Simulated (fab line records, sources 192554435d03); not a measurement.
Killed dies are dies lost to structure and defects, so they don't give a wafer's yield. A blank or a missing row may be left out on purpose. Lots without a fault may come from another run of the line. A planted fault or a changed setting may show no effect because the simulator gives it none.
Chamber matching | flow n5_finfet | N5_BEOL_M5_ALD_86 on ald_metal-03: 4 sister chambers
The step deposits TaN, pulse time 2 s, purge time 3 s, co reactant purge time 2 s. 8 wafers are shown with their chamber, then 9 later ones without.

WAFERS WITH THEIR CHAMBER
wafer  | chamber | heater_power_w (W) | mfc_carrier_sccm (sccm)
L085.1 | 3       | 402                | 1494
L084.6 | 0       | 378                | 1504
L087.3 | 1       | 399                | 1501
L087.5 | 1       | 394                | 1499
L087.6 | 2       | 443                | 1501
L090.2 | 3       | 394                | 1501
L090.3 | 0       | 373                | 1499
L090.4 | 2       | 453                | 1497

WAFERS WITHOUT THEIR CHAMBER
wafer  | heater_power_w (W) | mfc_carrier_sccm (sccm)
L092.2 | 376                | 1502
L092.5 | 388                | 1501
L092.6 | 401                | 1492
L094.1 | 382                | 1501
L094.5 | 447                | 1499
L094.6 | 400                | 1507
L096.1 | 458                | 1510
L096.3 | 381                | 1492
L096.5 | 454                | 1503

WHICH CHAMBER EACH WENT THROUGH
wafer  | from the rows above          | in truth
L092.2 | 0                            | 0
L092.5 | can't be placed: 1 or 3 or 0 | 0
L092.6 | can't be placed: 3 or 1      | 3
L094.1 | can't be placed: 0 or 1 or 3 | 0
L094.5 | 2                            | 2
L094.6 | can't be placed: 1 or 3      | 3
L096.1 | 2                            | 2
L096.3 | can't be placed: 0 or 3 or 1 | 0
L096.5 | 2                            | 2
Placed correctly: 4 of 9. Can't be placed from these rows: 5 (the true chamber is among the candidates in 5). Placed wrongly: 0.
How it was worked out, from the rows above alone: a wafer's distance from a chamber is the root of the sum, over the readings, of the square of ((its reading less the chamber's mean) divided by the reading's scatter). The wafer belongs to the nearest chamber; if the next one is less than 2 further off, it can't be placed. A chamber's mean is the mean of its shown wafers. The scatter: the root of (the sum of the squares of (reading less its chamber's mean) over the shown wafers, divided by (wafers less chambers)).
